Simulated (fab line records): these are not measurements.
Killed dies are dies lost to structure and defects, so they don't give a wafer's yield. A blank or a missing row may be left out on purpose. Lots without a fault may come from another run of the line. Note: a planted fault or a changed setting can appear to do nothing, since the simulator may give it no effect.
fab line records	flow n5_finfet	part 1 of 2: steps 1 to 22 of 30
[record] lots = 5	wafers = 15	last_day = 16
route steps=1938 shown FIN_SAQP@139 FIN_CUT@154
lots that met no fault: from a run of the same line without faults
start_h: the number of hours between the record's first day and the start of the first shown wafer of the lot	wait_h: hours from the lot's prior step to this one	" identical to the entry in the row above	L1.1+2: several wafers, shown together as one row	- no value present, or no start provided	* or withheld: withheld	< > ~ a bound
route shown NAME@n: NAME is a module with steps in the file, n the number in the route of the first one	usual: mean/standard deviation taken from wafers without a fault	same: alike in all rows	chamber/n: place in a boat	sites: each site's reading	_std_site: how widely they spread, as a standard deviation	_edge_site: the outer-site mean with the inner-site mean subtracted	radius_mm: how far each site lies from the wafer's centre	mask NAME#n: copy n	behind: the tool/chamber that last shaped the wafer	hold: why the lot went on hold/how many hours it stayed there/how the hold came to an end	device: the transistor (n, p or np) that didn't switch	end of line: the route-end tests of the same wafers	step lacking rows: just its recipe	killed: count of dies lost to structure and defects at first sort (not the wafer's yield)	map: a wafer's dies, marking killed ones x, the rest . and places with no die _
set.NAME: setting as actually run; set.NAME@STEP: the setting as run at that earlier step	model.NAME: the simulator's own value behind a step, which no gauge read
lots seen at some steps along the route; tables by step, rows by wafer
services: the hour from which a tool's chamber was out of use, counted from the record's first day as start_h (under 0 if before that day), plus the number of hours and why
[[steps]]
[step N5_FIN_SAQP_SPACER2_ETCHBACK_29]
[recipe] chemistry = CHF3/O2	mode = anisotropic_etchback	target = SiO2	target_depth_a = 122	time_s = 6.1	pressure_mtorr = 30	source_w = 650	bias_w = 170	Ar_flow_sccm = 200	CHF3_flow_sccm = 50	O2_flow_sccm = 5	ion_energy_ev = 200
[usual] CHF3_flow_sccm = 50.00/0.14	drypump_motor_current_A = 5.9/0.39	oes_o_777_au = 0.75/0.072	oes_product_au = 0.75/0.075	rf_vpp_V = 524/4.6	showerhead_plenum_p_Torr = 2.41/0.055	throttle_valve_pct = 18.99/0.17
lot.wafer	tool	chamber	start_h	wait_h	CHF3_flow_sccm	drypump_motor_current_A	oes_o_777_au	oes_product_au	rf_hours_counter_h	rf_vpp_V	showerhead_plenum_p_Torr	throttle_valve_pct
L086.1	rie_diel-03	0	98.39	0.2	49.77	5.5	0.70	0.71	201	518	2.49	18.85
L086.3	"	1	"	"	49.94	6.0	0.69	0.70	221	526	2.38	19.21
L086.5	"	2	"	"	50.18	5.8	0.72	0.74	-	523	2.40	18.97
L087.1	rie_diel-03	3	104.57	0.2	50.01	6.2	0.71	0.72	209	530	2.38	18.94
L087.5	"	1	"	"	49.88	6.0	0.70	0.70	-	527	2.38	19.20
L087.6	"	0	"	"	50.02	5.5	0.71	0.71	-	519	2.49	18.88
L089.2	rie_diel-03	3	115.68	0.2	49.93	6.1	0.71	0.72	213	530	2.38	18.94
L089.5	"	1	"	"	50.01	6.0	0.69	0.69	-	527	2.38	19.21
L089.6	"	0	"	"	50.04	5.5	0.70	0.71	-	519	2.49	18.88
L091.3	rie_diel-03	1	135.00	0.5	49.78	6.0	0.69	0.69	234	526	2.38	19.22
L091.4	"	3	"	"	50.18	6.2	0.70	0.71	218	529	2.38	18.96
L091.6	"	3	"	"	49.97	6.2	0.71	0.71	-	532	2.38	18.96
L093.3	rie_diel-04	0	143.34	0.2	49.99	5.4	0.71	0.70	214	526	2.38	18.88
L093.4	"	2	"	"	49.87	5.2	0.73	0.73	176	515	2.41	19.18
L093.6	"	0	"	"	49.91	5.4	0.71	0.70	-	527	2.38	18.87
[step N5_FIN_SAQP_MANDREL2_REMOVE_60]
[recipe] chemistry = HBr/Cl2/O2	bt_time_s = 10	target = a-Si	stop_on = SiNx	endpoint = OES-SiCl	over_etch_frac = 1	icp_w = 600	bias_w = 22	HBr_flow_sccm = 150	Cl2_flow_sccm = 80	O2_flow_sccm = 5	pressure_mtorr = 10
[usual] drypump_motor_current_A = 5.64/0.25	oes_o_777_au = 0.993/0.022	oes_product_au = 1.005/0.014	throttle_valve_pct = 36.68/0.24
lot.wafer	tool	chamber	start_h	wait_h	drypump_motor_current_A	oes_o_777_au	oes_product_au	rf_hours_counter_h	throttle_valve_pct
L086.1	rie_si-03	3	98.48	0.1	5.86	0.972	0.976	161	36.71
L086.3	"	1	"	"	5.79	1.027	1.003	19	36.39
L086.5	"	0	"	"	5.83	0.988	1.004	-	36.41
L087.1	rie_si-06	3	104.65	0.1	5.66	0.959	1.007	84	36.84
L087.5	"	1	"	"	5.38	1.009	1.025	-	37.01
L087.6	"	0	"	"	5.52	0.979	1.010	-	36.50
L089.2	rie_si-06	3	115.77	0.1	5.66	0.957	1.000	85	36.86
L089.5	"	1	"	"	5.41	1.013	1.039	-	37.00
L089.6	"	0	"	"	5.55	0.979	1.011	-	36.51
L091.3	rie_si-02	3	135.08	0.1	5.39	0.992	1.020	25	37.02
L091.4	"	0	"	"	5.91	1.025	1.001	43	36.85
L091.6	"	0	"	"	5.95	1.030	1.003	-	36.86
L093.3	rie_si-03	0	143.42	0.1	5.87	0.990	1.004	49	36.40
L093.4	"	2	"	"	5.34	0.988	0.997	105	36.52
L093.6	"	1	"	"	5.76	1.025	1.001	-	36.41
[step N5_FIN_SAQP_CD_MEAS_31]
[recipe] target_cd_nm = 8	landing_energy_ev = 1000	detector = se_inlens	polarity = line
[usual] cd_nm = 8.10/0.22
lot.wafer	tool	chamber	start_h	wait_h	cd_nm
L086.1	cd_sem-02	0	98.59	0.1	7.73
L086.3	"	0	"	"	8.18
L086.5	"	0	"	"	7.96
L087.1	cd_sem-03	0	104.76	0.1	8.02
L087.5	"	0	"	"	8.13
L087.6	"	0	"	"	8.18
L089.2	cd_sem-03	0	115.88	0.1	7.88
L089.5	"	0	"	"	7.78
L089.6	"	0	"	"	8.25
L091.3	cd_sem-02	0	135.20	0.1	8.23
L091.4	"	0	"	"	7.80
L091.6	"	0	"	"	7.87
L093.3	cd_sem-01	0	143.54	0.1	7.69
L093.4	"	0	"	"	8.21
L093.6	"	0	"	"	8.18
[step N5_FIN_SAQP_HM_OPEN_33]
[recipe] chemistry = CH3F/O2	target = SiNx	mask_material = SiO2	target_depth_a = 494	time_s = 70.6	pressure_mtorr = 30	source_w = 395	bias_w = 73	Ar_flow_sccm = 150	CH3F_flow_sccm = 30	O2_flow_sccm = 20	ion_energy_ev = 120	ends = cleared
[usual] drypump_motor_current_A = 5.9/0.38	etch_rf_on_time_s = 69.8/1.4	oes_o_777_au = 0.75/0.07	oes_product_au = 0.64/0.063	rf_vpp_V = 297.2/2.9	showerhead_plenum_p_Torr = 2.00/0.049	throttle_valve_pct = 16.44/0.16
lot.wafer	tool	chamber	start_h	wait_h	drypump_motor_current_A	etch_rf_on_time_s	oes_o_777_au	oes_product_au	rf_hours_counter_h	rf_vpp_V	showerhead_plenum_p_Torr	throttle_valve_pct
L086.1	rie_diel-03	0	98.64	0.0	5.5	68.4	0.71	0.61	201	293.1	2.06	16.32
L086.3	"	2	"	"	5.8	70.1	0.72	0.62	153	294.5	1.99	16.43
L086.5	"	2	"	"	5.8	71.6	0.72	0.62	-	297.3	1.99	16.44
L087.1	rie_diel-01	2	104.81	0.0	5.9	67.1	0.77	0.66	120	296.9	2.02	16.16
L087.5	"	0	"	"	6.4	67.9	0.92	0.81	-	304.3	2.13	16.34
L087.6	"	1	"	"	6.6	68.4	0.74	0.64	-	296.9	1.99	16.56
L089.2	rie_diel-01	0	115.93	0.0	6.5	67.8	0.91	0.80	10	303.7	2.13	16.33
L089.5	"	2	"	"	5.9	69.6	0.77	0.66	-	298.0	2.02	16.19
L089.6	"	1	"	"	6.6	68.7	0.73	0.63	-	297.7	1.99	16.57
L091.3	rie_diel-03	2	135.32	0.1	5.8	70.9	0.71	0.61	165	297.4	1.99	16.46
L091.4	"	3	"	"	6.1	70.4	0.71	0.60	219	300.5	1.97	16.43
L091.6	"	2	"	"	5.8	71.5	0.72	0.61	-	296.4	1.99	16.46
L093.3	rie_diel-04	0	143.58	0.0	5.4	69.8	0.70	0.60	214	299.2	1.98	16.35
L093.4	"	2	"	"	5.2	70.1	0.74	0.63	176	291.8	1.99	16.62
L093.6	"	3	"	"	6.0	71.5	0.70	0.60	-	292.2	1.97	16.45
[step N5_FIN_SAQP_ETCH_34]
[recipe] chemistry = C4F6/O2	target = SiO2	target_depth_a = 450	time_s = 15	ion_energy_ev = 250	pressure_mtorr = 30	source_w = 345	bias_w = 185	Ar_flow_sccm = 300	C4F6_flow_sccm = 10	O2_flow_sccm = 10	ends = cleared
[usual] drypump_motor_current_A = 5.9/0.38	etch_rf_on_time_s = 15.07/0.2	oes_o_777_au = 0.74/0.07	oes_product_au = 0.64/0.063	rf_vpp_V = 666/6.3	showerhead_plenum_p_Torr = 2.85/0.067	throttle_valve_pct = 21.16/0.16
lot.wafer	tool	chamber	start_h	wait_h	drypump_motor_current_A	etch_rf_on_time_s	oes_o_777_au	oes_product_au	rf_hours_counter_h	rf_vpp_V	showerhead_plenum_p_Torr	throttle_valve_pct
L086.1	rie_diel-03	0	98.71	0.0	5.5	15.28	0.71	0.61	201	658	2.94	20.98
L086.3	"	2	"	"	5.8	15.39	0.72	0.61	153	666	2.83	21.11
L086.5	"	2	"	"	5.8	15.39	0.72	0.62	-	664	2.83	21.14
L087.1	rie_diel-01	2	104.88	0.0	5.9	15.07	0.77	0.67	120	669	2.87	20.93
L087.5	"	0	"	"	6.5	14.78	0.92	0.82	-	680	3.03	21.14
L087.6	"	1	"	"	6.6	15.02	0.74	0.63	-	666	2.84	21.30
L089.2	rie_diel-01	0	116.00	0.0	6.5	14.65	0.90	0.79	10	680	3.03	21.17
L089.5	"	2	"	"	5.9	14.86	0.78	0.67	-	669	2.87	20.92
L089.6	"	1	"	"	6.6	14.87	0.73	0.63	-	666	2.83	21.33
L091.3	rie_diel-03	2	135.39	0.0	5.8	15.29	0.71	0.62	165	662	2.83	21.15
L091.4	"	3	"	"	6.2	14.97	0.70	0.61	219	674	2.80	21.07
L091.6	"	2	"	"	5.8	15.31	0.71	0.62	-	664	2.83	21.14
L093.3	rie_diel-04	0	143.65	0.0	5.4	15.31	0.70	0.60	214	671	2.82	21.02
L093.4	"	2	"	"	5.2	15.04	0.73	0.63	176	653	2.84	21.37
L093.6	"	3	"	"	6.1	15.12	0.70	0.60	-	656	2.81	21.11
[step N5_FIN_SAQP_STRIP_77]
[recipe] chemistry = N2/H2	time_s = 90	power_w = 100	temp_c = 40	pressure_mtorr = 100	rf_frequency_hz = 6e+07	bias_power_w = 3	n2_flow_sccm = 300	h2_flow_sccm = 300
[usual] drypump_motor_current_A = 5.9/0.38	oes_product_au = 0.75/0.075	rf_vpp_V = 45.3/0.87	showerhead_plenum_p_Torr = 3.39/0.08	throttle_valve_pct = 12.37/0.19
lot.wafer	tool	chamber	start_h	wait_h	drypump_motor_current_A	oes_product_au	rf_hours_counter_h	rf_vpp_V	showerhead_plenum_p_Torr	throttle_valve_pct
L086.1	rie_diel-03	0	98.73	0.0	5.5	0.70	201	45.0	3.49	12.25
L086.3	"	2	"	"	5.8	0.74	153	44.0	3.38	12.32
L086.5	"	2	"	"	5.8	0.74	-	44.0	3.38	12.32
L087.1	rie_diel-01	2	104.90	0.0	5.9	0.77	120	45.5	3.40	12.11
L087.5	"	0	"	"	6.5	0.96	-	45.4	3.59	12.06
L087.6	"	1	"	"	6.7	0.74	-	45.9	3.36	12.52
L089.2	rie_diel-01	0	116.02	0.0	6.5	0.94	10	47.9	3.59	12.09
L089.5	"	2	"	"	5.9	0.78	-	45.6	3.40	12.11
L089.6	"	1	"	"	6.6	0.74	-	44.9	3.36	12.53
L091.3	rie_diel-03	2	135.41	0.0	5.8	0.71	165	45.6	3.38	12.37
L091.4	"	3	"	"	6.2	0.70	219	46.1	3.34	12.35
L091.6	"	2	"	"	5.8	0.71	-	44.9	3.38	12.36
L093.3	rie_diel-04	0	143.67	0.0	5.4	0.71	214	45.1	3.35	12.38
L093.4	"	2	"	"	5.2	0.74	176	45.5	3.36	12.46
L093.6	"	3	"	"	6.1	0.69	-	45.8	3.33	12.50
[step N5_FIN_SAQP_HM_CD_35]
[recipe] target_cd_nm = 8	polarity = line
[usual] cd_nm = 8.13/0.22
lot.wafer	tool	chamber	start_h	wait_h	cd_nm
L086.1	cd_sem-02	-	98.85	0.1	8.03
L086.3	"	-	"	"	8.22
L086.5	"	-	"	"	7.95
L087.1	cd_sem-03	-	105.03	0.1	8.28
L087.5	"	-	"	"	8.07
L087.6	"	-	"	"	8.22
L089.2	cd_sem-03	-	116.15	0.1	7.70
L089.5	"	-	"	"	8.33
L089.6	"	-	"	"	8.19
L091.3	cd_sem-02	-	135.54	0.1	8.11
L091.4	"	-	"	"	8.02
L091.6	"	-	"	"	8.02
L093.3	cd_sem-03	-	143.81	0.1	7.89
L093.4	"	-	"	"	8.23
L093.6	"	-	"	"	8.04
[step N5_FIN_SAQP_ETCH_64]
[recipe] chemistry = CF4	target = SiO2	target_depth_a = 15	ion_energy_ev = 350	pressure_mtorr = 10	icp_w = 800	bias_w = 400	cf4_flow_sccm = 80
[usual] drypump_motor_current_A = 5.64/0.25	oes_product_au = 1.002/0.014	throttle_valve_pct = 21.74/0.17
lot.wafer	tool	chamber	start_h	wait_h	drypump_motor_current_A	oes_product_au	rf_hours_counter_h	throttle_valve_pct
L086.1	rie_si-02	0	98.90	0.0	5.95	1.018	42	21.76
L086.3	"	3	"	"	5.38	1.016	24	22.12
L086.5	"	2	"	"	5.85	1.016	-	21.88
L087.1	rie_si-06	3	105.08	0.0	5.64	0.997	84	21.89
L087.5	"	0	"	"	5.51	0.995	-	21.57
L087.6	"	3	"	"	5.65	0.995	-	21.87
L089.2	rie_si-02	1	116.19	0.0	5.15	0.990	87	21.84
L089.5	"	1	"	"	5.17	0.986	-	21.84
L089.6	"	2	"	"	5.86	1.000	-	21.86
L091.3	rie_si-03	3	135.59	0.0	5.91	0.967	162	21.75
L091.4	"	1	"	"	5.77	1.015	19	21.63
L091.6	"	0	"	"	5.85	0.982	-	21.49
L093.3	rie_si-02	0	143.85	0.0	5.96	1.016	43	21.74
L093.4	"	2	"	"	5.84	1.010	102	21.87
L093.6	"	1	"	"	5.19	0.989	-	21.83
[step N5_FIN_SAQP_FIN_ETCH_36]
[recipe] chemistry = HBr/Cl2/O2	target_depth_a = 1200	mask_material = SiNx	time_s = 50.4	bias_w = 102	pressure_mtorr = 10	icp_w = 800	HBr_flow_sccm = 150	Cl2_flow_sccm = 80	O2_flow_sccm = 12
[usual] drypump_motor_current_A = 5.65/0.25	oes_o_777_au = 0.992/0.022	oes_product_au = 1.005/0.014	throttle_valve_pct = 35.99/0.24
lot.wafer	tool	chamber	start_h	wait_h	drypump_motor_current_A	oes_o_777_au	oes_product_au	rf_hours_counter_h	throttle_valve_pct
L086.1	rie_si-02	0	98.92	0.0	5.96	1.020	1.010	42	36.12
L086.3	"	3	"	"	5.40	0.992	1.028	24	36.31
L086.5	"	2	"	"	5.88	1.008	1.021	-	36.15
L087.1	rie_si-06	3	105.10	0.0	5.66	0.966	0.998	84	36.18
L087.5	"	0	"	"	5.54	0.975	1.005	-	35.80
L087.6	"	3	"	"	5.66	0.964	0.989	-	36.17
L089.2	rie_si-02	1	116.21	0.0	5.19	0.960	1.001	87	36.10
L089.5	"	1	"	"	5.17	0.961	1.003	-	36.11
L089.6	"	2	"	"	5.88	1.010	1.015	-	36.16
L091.3	rie_si-03	3	135.61	0.0	5.91	0.979	0.967	162	36.02
L091.4	"	1	"	"	5.77	1.021	1.001	19	35.72
L091.6	"	0	"	"	5.86	0.985	0.998	-	35.74
L093.3	rie_si-02	0	143.87	0.0	5.92	1.024	1.006	43	36.15
L093.4	"	2	"	"	5.89	1.011	1.022	102	36.15
L093.6	"	1	"	"	5.17	0.959	1.007	-	36.12
[step N5_FIN_SAQP_CD_MEAS_37]
[recipe] target_cd_nm = 8	polarity = line
[usual] cd_nm = 8.11/0.22
lot.wafer	tool	chamber	start_h	wait_h	cd_nm
L086.1	cd_sem-02	-	99.04	0.1	7.90
L086.3	"	-	"	"	8.26
L086.5	"	-	"	"	8.43
L087.1	cd_sem-01	-	105.21	0.1	7.97
L087.5	"	-	"	"	8.22
L087.6	"	-	"	"	7.81
L089.2	cd_sem-01	-	116.34	0.1	8.19
L089.5	"	-	"	"	7.99
L089.6	"	-	"	"	7.78
L091.3	cd_sem-02	-	135.73	0.1	7.82
L091.4	"	-	"	"	7.87
L091.6	"	-	"	"	7.79
L093.3	cd_sem-02	-	143.99	0.1	8.12
L093.4	"	-	"	"	8.16
L093.6	"	-	"	"	8.25
[step N5_FIN_SAQP_PRECLEAN_38]
[recipe] chemistry = O3/DIW	time_s = 45	temp_c = 22	o3_ppm = 10
lot.wafer	tool	chamber	start_h	wait_h
L086.1+3+5	wet_bench-01	3,7,0	99.08	0.0
L087.1+5+6	wet_bench-01	5,1,4	105.26	0.0
L089.2+5+6	wet_bench-01	5,4,2	116.38	0.0
L091.3+4+6	wet_bench-04	3,0,1	135.77	0.0
L093.3+4+6	wet_bench-01	3,0,5	144.03	0.0
[step N5_FIN_SAQP_PRECLEAN_45]
[recipe] chemistry = dHF	time_s = 10	dilution = 500:1	temp_c = 25
lot.wafer	tool	chamber	start_h	wait_h
L086.1+3+5	wet_bench-01	3,7,0	99.10	0.0
L087.1+5+6	wet_bench-01	5,1,4	105.27	0.0
L089.2+5+6	wet_bench-01	5,4,2	116.39	0.0
L091.3+4+6	wet_bench-04	3,0,1	135.78	0.0
L093.3+4+6	wet_bench-01	3,0,5	144.04	0.0
[step N5_FIN_SAQP_SRD_39]
[recipe] dry = ipa_marangoni	time_s = 30	temp_c = 23	rinse_liquid = diw
lot.wafer	tool	chamber	start_h	wait_h
L086.1+3+5	wet_bench-01	3,7,0	99.10	0.0
L087.1+5+6	wet_bench-01	5,1,4	105.27	0.0
L089.2+5+6	wet_bench-01	5,4,2	116.39	0.0
L091.3+4+6	wet_bench-04	3,0,1	135.79	0.0
L093.3+4+6	wet_bench-01	3,0,5	144.05	0.0
[step N5_FIN_SAQP_OCD_MEAS_76]
[usual] trench_depth_nm = 120.3/1.2
lot.wafer	tool	chamber	start_h	wait_h	trench_depth_nm
L086.1	ocd-02	-	99.14	0.0	123.2
L086.3	"	-	"	"	120.2
L086.5	"	-	"	"	121.6
L087.1	ocd-02	-	105.31	0.0	119.8
L087.5	"	-	"	"	120.7
L087.6	"	-	"	"	118.9
L089.2	ocd-02	-	116.44	0.0	120.8
L089.5	"	-	"	"	119.3
L089.6	"	-	"	"	120.2
L091.3	ocd-02	-	135.83	0.0	120.2
L091.4	"	-	"	"	119.7
L091.6	"	-	"	"	118.8
L093.3	ocd-01	-	144.09	0.0	120.7
L093.4	"	-	"	"	120.4
L093.6	"	-	"	"	118.6
[step N5_FIN_SAQP_INSPECT_40]
[recipe] inspect_instrument = brightfield	mode = aei
[usual] raw_defect_count = 227/70
lot.wafer	tool	chamber	start_h	wait_h	raw_defect_count
L086.1	defect_inspect-02	-	99.17	0.0	234
L086.3	"	-	"	"	301
L086.5	"	-	"	"	193
L087.1	defect_inspect-01	-	105.35	0.0	339
L087.5	"	-	"	"	268
L087.6	"	-	"	"	198
L089.2	defect_inspect-01	-	116.47	0.0	226
L089.5	"	-	"	"	271
L089.6	"	-	"	"	295
L091.3	defect_inspect-02	-	135.86	0.0	188
L091.4	"	-	"	"	181
L091.6	"	-	"	"	255
L093.3	defect_inspect-02	-	144.12	0.0	348
L093.4	"	-	"	"	273
L093.6	"	-	"	"	284
[step N5_FIN_CUT_COAT_18]
[recipe] resist = SOC	temp_c = 250	time_s = 60	spin_rpm = 1500	resist_thk_nm = 230
lot.wafer	tool	chamber	start_h	wait_h
L086.1+3+5	litho_track-01	0	99.20	0.0
L087.1+5+6	litho_track-01	0	105.38	0.0
L089.2+5+6	litho_track-02	0	116.50	0.0
L091.3+4+6	litho_track-02	0	135.89	0.0
L093.3+4+6	litho_track-02	0	144.15	0.0
[step N5_FIN_CUT_COAT_19]
[recipe] resist = SiARC	temp_c = 220	time_s = 60	spin_rpm = 1500	resist_thk_nm = 20
lot.wafer	tool	chamber	start_h	wait_h
L086.1+3+5	litho_track-01	0	-	-
L087.1+5+6	litho_track-01	0	-	-
L089.2+5+6	litho_track-02	0	-	-
L091.3+4+6	litho_track-02	0	-	-
L093.3+4+6	litho_track-02	0	-	-
[step N5_FIN_CUT_COAT_29]
[recipe] resist = underlayer	temp_c = 205	time_s = 60	spin_rpm = 1500	resist_thk_nm = 10
lot.wafer	tool	chamber	start_h	wait_h
L086.1+3+5	litho_track-01	0	-	-
L087.1+5+6	litho_track-01	0	-	-
L089.2+5+6	litho_track-02	0	-	-
L091.3+4+6	litho_track-02	0	-	-
L093.3+4+6	litho_track-02	0	-	-
[step N5_FIN_CUT_COAT_02]
[recipe] resist = CAR-EUV	spin_rpm = 1500	resist_thk_nm = 30
lot.wafer	tool	chamber	start_h	wait_h
L086.1+3+5	litho_track-01	0	-	-
L087.1+5+6	litho_track-01	0	-	-
L089.2+5+6	litho_track-02	0	-	-
L091.3+4+6	litho_track-02	0	-	-
L093.3+4+6	litho_track-02	0	-	-
[step N5_FIN_CUT_EBR_04]
[recipe] solvent = PGMEA	ebr_width_mm = 1.5
lot.wafer	tool	chamber	start_h	wait_h
L086.1+3+5	litho_track-01	0	-	-
L087.1+5+6	litho_track-01	0	-	-
L089.2+5+6	litho_track-02	0	-	-
L091.3+4+6	litho_track-02	0	-	-
L093.3+4+6	litho_track-02	0	-	-
[step N5_FIN_CUT_SOFTBAKE_03]
[recipe] temp_c = 110	time_s = 60	resist = CAR-EUV
lot.wafer	tool	chamber	start_h	wait_h
L086.1+3+5	litho_track-01	0	-	-
L087.1+5+6	litho_track-01	0	-	-
L089.2+5+6	litho_track-02	0	-	-
L091.3+4+6	litho_track-02	0	-	-
L093.3+4+6	litho_track-02	0	-	-
[step N5_FIN_CUT_EXPOSE_05]
[recipe] mask_id = FIN_CUT	na = 0.33	source_shape = annular	sigma_inner = 0.35	sigma_outer = 0.8	polarization = unpolarized	dose_mj = 45.75
[usual] stage_msd_nm = 0.863/0.011
[same] sigma_outer = 0.8
lot.wafer	tool	chamber	start_h	wait_h	mask	stage_msd_nm
L086.1	euv_scanner-01	0	99.47	-	FIN_CUT#0	0.866
L086.3	"	0	"	"	FIN_CUT#0	0.864
L086.5	"	0	"	"	FIN_CUT#0	0.862
L087.1	euv_scanner-02	0	105.64	-	FIN_CUT#0	0.865
L087.5	"	0	"	"	FIN_CUT#0	0.864
L087.6	"	0	"	"	FIN_CUT#0	0.866
L089.2	euv_scanner-02	0	116.64	-	FIN_CUT#0	0.861
L089.5	"	0	"	"	FIN_CUT#0	0.863
L089.6	"	0	"	"	FIN_CUT#0	0.863
L091.3	euv_scanner-01	0	136.04	-	FIN_CUT#0	0.854
L091.4	"	0	"	"	FIN_CUT#0	0.852
L091.6	"	0	"	"	FIN_CUT#0	0.852
L093.3	euv_scanner-01	0	144.30	-	FIN_CUT#0	0.848
L093.4	"	0	"	"	FIN_CUT#0	0.848
L093.6	"	0	"	"	FIN_CUT#0	0.851
